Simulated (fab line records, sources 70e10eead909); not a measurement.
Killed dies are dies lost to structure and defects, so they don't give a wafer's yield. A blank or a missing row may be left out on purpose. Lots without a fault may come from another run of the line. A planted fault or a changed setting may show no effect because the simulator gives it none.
Chamber matching | flow nand_harc | NHARC_P_GATE_DESCUM_48 on rie_diel-09: 4 sister chambers
The step chemistry O2, time 3 s. 4 wafers are shown with their chamber, then 9 later ones without.

WAFERS WITH THEIR CHAMBER
wafer  | chamber | rf_vpp_V (V)
L079.1 | 0       | 55.7
L089.6 | 1       | 57.8
L092.5 | 2       | 57.9
L092.6 | 3       | 57.7

WAFERS WITHOUT THEIR CHAMBER
wafer  | rf_vpp_V (V)
L094.1 | 58.7
L094.2 | 58.4
L094.3 | 58.3
L094.4 | 57.6
L094.5 | 58.6
L094.6 | 57.6
L097.2 | 57.5
L097.3 | 57.1
L097.6 | 58.0

WHICH CHAMBER EACH WENT THROUGH
wafer  | from the rows above               | in truth
L094.1 | can't be placed: 2 or 1 or 3      | 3
L094.2 | can't be placed: 2 or 1 or 3      | 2
L094.3 | can't be placed: 2 or 1 or 3      | 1
L094.4 | can't be placed: 3 or 1 or 2      | 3
L094.5 | can't be placed: 2 or 1 or 3      | 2
L094.6 | can't be placed: 3 or 1 or 2      | 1
L097.2 | can't be placed: 3 or 1 or 2      | 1
L097.3 | can't be placed: 3 or 1 or 2 or 0 | 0
L097.6 | can't be placed: 2 or 1 or 3      | 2
Placed correctly: 0 of 9. Can't be placed from these rows: 9 (the true chamber is among the candidates in 9). Placed wrongly: 0.
How it was worked out, from the rows above alone: a wafer's distance from a chamber is the root of the sum, over the readings, of the square of ((its reading less the chamber's mean) divided by the reading's scatter). The wafer belongs to the nearest chamber; if the next one is less than 2 further off, it can't be placed. A chamber's mean is the mean of its shown wafers. The scatter: with one shown wafer a chamber, the root of the mean of the squares of how far each hidden wafer lies from its nearest shown one.
